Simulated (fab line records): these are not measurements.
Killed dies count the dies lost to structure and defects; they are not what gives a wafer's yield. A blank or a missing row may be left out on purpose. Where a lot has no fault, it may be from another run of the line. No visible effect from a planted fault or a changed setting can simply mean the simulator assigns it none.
Matching of chambers    flow nand_harc    pecvd-01 running NHARC_A_CONTACT_DEP_29: 3 sister chambers
The step deposits SiON, target thk 100 nm. 16 wafers are shown with their chamber, then 8 later ones without.

== EACH WAFER AND ITS CHAMBER ==
wafer   chamber  heater_power_w (W)
L080.1  2        688
L080.3  0        729
L080.5  0        752
L081.1  2        659
L081.3  1        801
L081.4  2        690
L086.3  0        743
L086.4  2        608
L086.6  1        790
L088.2  1        744
L088.4  0        701
L088.5  2        598
L090.3  0        735
L090.4  1        693
L090.6  0        758
L093.2  2        649

SIGNATURES (averages over the wafers above)
reading         chamber 0  chamber 1  chamber 2  scatter within a chamber
heater_power_w  736.33     757.00     648.67     36.1
Rule: a wafer lies at a distance from a chamber equal to the root of the sum of squares, over the readings, of (its reading less the chamber's mean, divided by the reading's scatter). If the next closest chamber is less than 2 further off than the closest, the wafer can't be placed; otherwise it belongs to the closest. The scatter is the square root of a quotient: the sum, over the shown wafers, of each reading's squared deviation from its chamber's mean, divided by wafers minus chambers.

== WAFERS MISSING THEIR CHAMBER ==
wafer   heater_power_w (W)
L093.5  679
L093.6  822
L095.2  815
L095.4  747
L095.6  598
L096.1  693
L096.2  817
L096.3  743

== WHICH CHAMBER EACH WENT THROUGH ==
wafer   from the rows above           in truth
L093.5  can't be placed: 2 or 0 or 1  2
L093.6  can't be placed: 1 or 0       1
L095.2  can't be placed: 1 or 0       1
L095.4  can't be placed: 1 or 0       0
L095.6  2                             2
L096.1  can't be placed: 0 or 2 or 1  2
L096.2  can't be placed: 1 or 0       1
L096.3  can't be placed: 0 or 1       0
Placed correctly: 1 of 8. These rows do not allow placing 7 (true chamber among the candidates in 7). Number placed wrongly: 0.
